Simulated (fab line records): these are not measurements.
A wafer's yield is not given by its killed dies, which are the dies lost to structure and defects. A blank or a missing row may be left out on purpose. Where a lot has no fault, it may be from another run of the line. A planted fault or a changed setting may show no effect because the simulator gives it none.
8D (eight disciplines) problem report, filled in by code :: flow n5 finfet :: the parts of the form that need people (team, actions taken, sign-off) are left out
Where a reading is given only as a bound, like >300, the bound stands for it, and a mean or a difference that rests on one is marked > or <: the true number lies beyond.

1. WHAT IS WRONG
raw defect count at N5_DUMMY_GATE_INSPECT_27 reads a mean of 706 on 2 wafers of 2 lots; wafers without a fault read 301 with a standard deviation of 77. That is +5.3 standard deviations from the usual mean.
The step: inspects for defects (brightfield).
The first sign was on wafer L390.6 at day 7 16:18, on defect inspect-02. Wafers with a number at this step in the record: 21, from 7 lots. Rule for "out" (also "out of limits"): further than 4 standard deviations from the usual mean. All remaining wafers that have a number are taken as sound.

2. WHAT IT IS, AND WHAT IT ISN'T
question: which readings at this step
is: raw defect count
is not: -

question: which lots
is: L390, L391
is not: L372, L374, L375, L379, L394

question: which wafers of those lots
is: L390.6, L391.4
is not: L390.1, L390.5, L391.2, L391.3

question: read on which gauges
is: defect inspect-02
is not: defect inspect-01

question: when
is: from day 7 16:18
is not: up to then (14 sound wafers); but 5 sound wafers of L391, L394 came after

3. SUSPECTS, AND WHAT RULES EACH OUT
Counting: if a tool at a process step up to the reading ran every lot that is out, it stays a suspect. Sound lots after the first of them don't rule it out here, since some wafers of a struck lot are sound.
- the gauge at N5_DUMMY_GATE_INSPECT_27 is ruled out. All the wafers that are out were read on defect inspect-02, but those of them that N5_SPACER0_INSPECT_04 has rows for are out there too, on other tools.
- rie diel-02 at N5_DUMMY_GATE_ETCH_37 (etches SOC in N2/H2, target depth 60 nm, overetch 30 nm): kept. It ran every lot that is out, first L390 (day 7 15:16); its last sound lot up to then is L379 (day 5 03:23).
- rie diel-03 at N5_DUMMY_GATE_STRIP_41 (strips in O2): kept. It ran every lot that is out, first L390 (day 7 15:37); its last sound lot up to then is L374 (day 3 19:44).
- In rie diel-02 at N5_DUMMY_GATE_ETCH_37, the wafers that are out were processed in chamber 1 and their sound lot-mates in chambers 2, 3.
After counting, rie diel-02 at N5_DUMMY_GATE_ETCH_37 and rie diel-03 at N5_DUMMY_GATE_STRIP_41 remain.

4. THE CAUSE (what the simulator had put in)
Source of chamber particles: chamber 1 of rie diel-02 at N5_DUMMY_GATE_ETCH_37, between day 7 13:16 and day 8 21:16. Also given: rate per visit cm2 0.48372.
After counting, 2 suspects remain, this tool included.

5. THE EFFECT CHAIN, in route order
Each row: a reading whose mean over the struck wafers that have a number lies more than 3 standard deviations from the usual. Scope: only readings with a usual standard deviation given in the record; hours: median across lots of the time from each lot's start at the first step in this table that gives one to its start at this step; sigmas: change in usual standard deviations.
hours: 0
step: N5_DUMMY_GATE_INSPECT_27
reading: raw defect count
usual: 301
on struck wafers: 706
change: +406
sigmas: +5.3

hours: 1
step: N5_SPACER0_INSPECT_04
reading: raw defect count
usual: 131
on struck wafers: 464
change: +332
sigmas: +11

hours: 1
step: N5_SD_EPI_N_INSPECT_11
reading: raw defect count
usual: 2.1
on struck wafers: >288
change: >+286
sigmas: +99 or more

hours: 6
step: N5_SD_EPI_N_INSPECT_26
reading: raw defect count
usual: 196
on struck wafers: 504
change: +308
sigmas: +7.9

hours: 288
step: N5_PASSIVATION_PROBE_49
reading: defect limited yield
usual: 91.4 %
on struck wafers: 80.0
change: -11.5
sigmas: -8.2

hours: 288
step: N5_PASSIVATION_PROBE_49
reading: killed at front end
usual: 38
on struck wafers: 160
change: +122
sigmas: +11

hours: 288
step: N5_PASSIVATION_PROBE_49
reading: killed dies
usual: 102
on struck wafers: 236
change: +134
sigmas: +7.9

hours: 288
step: N5_PASSIVATION_PROBE_49
reading: sort_bin_5_function
usual: 5.1 %
on struck wafers: 12.9
change: +7.8
sigmas: +7.8

hours: 288
step: N5_PASSIVATION_PROBE_49
reading: sort_bin_6_memory
usual: 3.2 %
on struck wafers: 5.4
change: +2.2
sigmas: +3.3

hours: 288
step: N5_PASSIVATION_PROBE_49
reading: sort n pass
usual: 1076
on struck wafers: 944
change: -132
sigmas: -7.0

hours: 288
step: N5_PASSIVATION_PROBE_49
reading: sort yield pct
usual: 91.2 %
on struck wafers: 80.0
change: -11.2
sigmas: -7.0
Its process steps:
- N5_PASSIVATION_PROBE_49
Later steps that measure or inspect, where all struck wafers having a row at the step show a number for every such reading and not one has moved that far: N5_BEOL_M4_RC_MEAS_101.

6. HOW IT WOULD HAVE BEEN CAUGHT EARLIER
The first out-of-limits reading at a measuring or inspecting step in this record came at day 7 16:18, 3 hours after the fault's start at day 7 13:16.
No tool reading at N5_DUMMY_GATE_ETCH_37 that has a usual standard deviation in the record was out on any struck wafer, so an alarm limit of 4 standard deviations on those readings would not have fired.
Lots out: 2; of these, L391 started N5_DUMMY_GATE_ETCH_37 on rie diel-02 after day 7 16:18. A tool hold placed at that time would have kept it from harm.
